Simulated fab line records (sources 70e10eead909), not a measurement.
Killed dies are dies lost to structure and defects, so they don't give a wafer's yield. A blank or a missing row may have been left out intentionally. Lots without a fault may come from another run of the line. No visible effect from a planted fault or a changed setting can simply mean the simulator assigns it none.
Shared-tool check || flow nand-harc || 12 lots, 36 wafers sampled

== WHY THIS WAS OPENED ==
Flagged at NHARC_P_ZERO_WELL_INSPECT_43: reading raw-defect-count, on 2 of 12 lots. Fault-free wafers read 15, with a standard deviation of 6.3.
Rule: a lot is flagged when every wafer of it that has a number lies more than 4 standard deviations from that mean, or none has a number. All remaining lots are regarded as sound.

{"lot": "L948", "measured": "day 2 01:44", "on": "defect-inspect-02", "raw-defect-count, wafer by wafer": "12 10 11", "flag": ""}
{"lot": "L949", "measured": "day 2 07:22", "on": "defect-inspect-02", "raw-defect-count, wafer by wafer": "16 12 21", "flag": ""}
{"lot": "L951", "measured": "day 2 19:44", "on": "defect-inspect-02", "raw-defect-count, wafer by wafer": "33 9 18", "flag": ""}
{"lot": "L952", "measured": "day 3 01:31", "on": "defect-inspect-01", "raw-defect-count, wafer by wafer": "16 20 24", "flag": ""}
{"lot": "L953", "measured": "day 3 07:26", "on": "defect-inspect-01", "raw-defect-count, wafer by wafer": "13 4 8", "flag": ""}
{"lot": "L960", "measured": "day 5 01:32", "on": "defect-inspect-01", "raw-defect-count, wafer by wafer": "9 20 27", "flag": ""}
{"lot": "L962", "measured": "day 5 13:31", "on": "defect-inspect-02", "raw-defect-count, wafer by wafer": "32 14 13", "flag": ""}
{"lot": "L964", "measured": "day 6 01:28", "on": "defect-inspect-01", "raw-defect-count, wafer by wafer": "14 8 11", "flag": ""}
{"lot": "L966", "measured": "day 6 13:10", "on": "defect-inspect-01", "raw-defect-count, wafer by wafer": "498 494 498", "flag": "FLAGGED"}
{"lot": "L967", "measured": "day 6 19:45", "on": "defect-inspect-01", "raw-defect-count, wafer by wafer": "489 528 479", "flag": "FLAGGED"}
{"lot": "L968", "measured": "day 7 01:41", "on": "defect-inspect-01", "raw-defect-count, wafer by wafer": "24 22 13", "flag": ""}
{"lot": "L969", "measured": "day 7 07:50", "on": "defect-inspect-01", "raw-defect-count, wafer by wafer": "10 9 15", "flag": ""}
On average the flagged lots' numbers are 498, which is +483 against the usual, or +77 standard deviations.

== EACH LOT AND THE TOOL IT RAN ON ==
The record holds 1 process step before the reading, out of a route of 1159 steps. In each cell: the tool, then ch and the chambers that the sampled wafers went through, then the start.
{"lot": "L948", "flag": "", "NHARC_P_ZERO_WELL_ETCH_65": "rie-diel-08 ch 0,2,3, day 1 19:40"}
{"lot": "L949", "flag": "", "NHARC_P_ZERO_WELL_ETCH_65": "rie-diel-08 ch 0,1,2, day 2 01:22"}
{"lot": "L951", "flag": "", "NHARC_P_ZERO_WELL_ETCH_65": "rie-diel-08 ch 0,3, day 2 13:29"}
{"lot": "L952", "flag": "", "NHARC_P_ZERO_WELL_ETCH_65": "rie-diel-08 ch 0,1,3, day 2 19:29"}
{"lot": "L953", "flag": "", "NHARC_P_ZERO_WELL_ETCH_65": "rie-diel-07 ch 2,3, day 3 01:22"}
{"lot": "L960", "flag": "", "NHARC_P_ZERO_WELL_ETCH_65": "rie-diel-11 ch 2,3, day 4 19:25"}
{"lot": "L962", "flag": "", "NHARC_P_ZERO_WELL_ETCH_65": "rie-diel-07 ch 0,1,2, day 5 07:31"}
{"lot": "L964", "flag": "", "NHARC_P_ZERO_WELL_ETCH_65": "rie-diel-11 ch 0,1,3, day 5 19:22"}
{"lot": "L966", "flag": "FLAGGED", "NHARC_P_ZERO_WELL_ETCH_65": "rie-diel-11 ch 0,1,3, day 6 07:22"}
{"lot": "L967", "flag": "FLAGGED", "NHARC_P_ZERO_WELL_ETCH_65": "rie-diel-11 ch 0,1,3, day 6 13:29"}
{"lot": "L968", "flag": "", "NHARC_P_ZERO_WELL_ETCH_65": "rie-diel-07 ch 1,2, day 6 19:21"}
{"lot": "L969", "flag": "", "NHARC_P_ZERO_WELL_ETCH_65": "rie-diel-08 ch 2,3, day 7 01:33"}
What is done by these steps:
- NHARC_P_ZERO_WELL_ETCH_65: etches the open film in N2/H2, target depth 80 nm, overetch 24 nm, time 87.88 s.
- NHARC_P_ZERO_WELL_INSPECT_43

== FLAGGED AGAINST TOTAL, ONE TOOL AT A TIME (gauges that did the reading follow at the end) ==
{"step": "NHARC_P_ZERO_WELL_ETCH_65", "tool": "rie-diel-07", "lots run": 3, "flagged": 0, "share of the flagged lots": "none", "sound lots run after its first flagged lot": "-"}
{"step": "NHARC_P_ZERO_WELL_ETCH_65", "tool": "rie-diel-08", "lots run": 5, "flagged": 0, "share of the flagged lots": "none", "sound lots run after its first flagged lot": "-"}
{"step": "NHARC_P_ZERO_WELL_ETCH_65", "tool": "rie-diel-11", "lots run": 4, "flagged": 2, "share of the flagged lots": "all", "sound lots run after its first flagged lot": 0}
{"step": "NHARC_P_ZERO_WELL_INSPECT_43", "tool": "defect-inspect-01", "lots run": 8, "flagged": 2, "share of the flagged lots": "all", "sound lots run after its first flagged lot": "2 (L968,L969)"}
{"step": "NHARC_P_ZERO_WELL_INSPECT_43", "tool": "defect-inspect-02", "lots run": 4, "flagged": 0, "share of the flagged lots": "none", "sound lots run after its first flagged lot": "-"}

== THE TABLE: WHAT IT ALLOWS ==
In 2 table rows, all flagged lots were run: rie-diel-11 (NHARC_P_ZERO_WELL_ETCH_65), defect-inspect-01 (NHARC_P_ZERO_WELL_INSPECT_43).
- rie-diel-11 at NHARC_P_ZERO_WELL_ETCH_65 ran 4 lots, 2 of them flagged. Last sound lot L964 at day 5 19:22, first flagged lot L966 at day 6 07:22; a fault beginning in between fits.
- defect-inspect-01 at NHARC_P_ZERO_WELL_INSPECT_43 ran 8 lots, 2 of them flagged. After the first flagged lot (L968, L969), sound lots still ran on it; a lasting fault on the whole tool would not permit that.
Left over: one tool, rie-diel-11 at NHARC_P_ZERO_WELL_ETCH_65.

== WHAT THE SIMULATOR PUT IN ==
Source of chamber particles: rie-diel-11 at NHARC_P_ZERO_WELL_ETCH_65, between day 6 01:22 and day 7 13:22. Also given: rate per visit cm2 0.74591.
Struck lots among those shown: L966, L967. The rule given above showed the same thing.
